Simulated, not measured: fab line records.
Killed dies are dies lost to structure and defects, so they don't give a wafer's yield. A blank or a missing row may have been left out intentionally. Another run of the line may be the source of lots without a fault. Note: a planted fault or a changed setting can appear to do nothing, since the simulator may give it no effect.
Matching of chambers | flow n5 finfet | N5_FIN_SAQP_ETCH_64 on rie si-03 has 4 sister chambers
The step etches SiO2 in CF4, target depth 1.5 nm. 14 wafers are shown with their chamber, then 7 later ones without.

== WAFERS, EACH WITH ITS CHAMBER ==
wafer  | chamber | throttle valve pct (%) | oes product au (a.u.)
L081.2 | 2       | 22.20                  | 0.987
L081.3 | 0       | 21.56                  | 1.023
L081.5 | 1       | 22.15                  | 1.005
L082.3 | 0       | 21.57                  | 1.019
L082.4 | 2       | 22.17                  | 0.999
L082.6 | 1       | 22.15                  | 1.005
L084.2 | 1       | 22.17                  | 0.996
L084.4 | 0       | 21.56                  | 1.020
L084.6 | 3       | 22.21                  | 1.013
L090.1 | 1       | 22.17                  | 1.006
L090.3 | 3       | 22.21                  | 1.005
L090.5 | 1       | 22.15                  | 0.994
L092.1 | 1       | 22.16                  | 1.010
L092.3 | 3       | 22.22                  | 1.005

SIGNATURES, as means of the wafers listed above
reading            | chamber 0 | chamber 1 | chamber 2 | chamber 3 | scatter within a chamber
throttle valve pct | 21.5633   | 22.1583   | 22.1850   | 22.2133   | 0.0103
oes product au     | 1.02067   | 1.00267   | 0.99300   | 1.00767   | 0.00565
Rule: for a wafer and a chamber, the distance is found by dividing, reading by reading, the gap between the wafer's reading and the chamber's mean by the reading's scatter, squaring, summing and taking the root. If the next closest chamber is less than 2 further off than the closest, the wafer can't be placed; otherwise it belongs to the closest. The scatter is the square root of a quotient: the sum, over the shown wafers, of each reading's squared deviation from its chamber's mean, divided by wafers minus chambers.

== WAFERS MISSING THEIR CHAMBER ==
wafer  | throttle valve pct (%) | oes product au (a.u.)
L092.4 | 21.56                  | 1.020
L094.2 | 21.55                  | 1.021
L094.3 | 22.20                  | 0.980
L094.5 | 22.21                  | 1.009
L097.2 | 21.58                  | 1.022
L097.4 | 22.16                  | 1.006
L097.5 | 21.58                  | 1.022

== EACH ONE'S CHAMBER ==
wafer  | from the rows above | in truth
L092.4 | 0                   | 0
L094.2 | 0                   | 0
L094.3 | 2                   | 2
L094.5 | 3                   | 3
L097.2 | 0                   | 0
L097.4 | 1                   | 1
L097.5 | 0                   | 0
Placed correctly: 7 of 7. Number that these rows cannot place: 0. Number placed wrongly: 0.
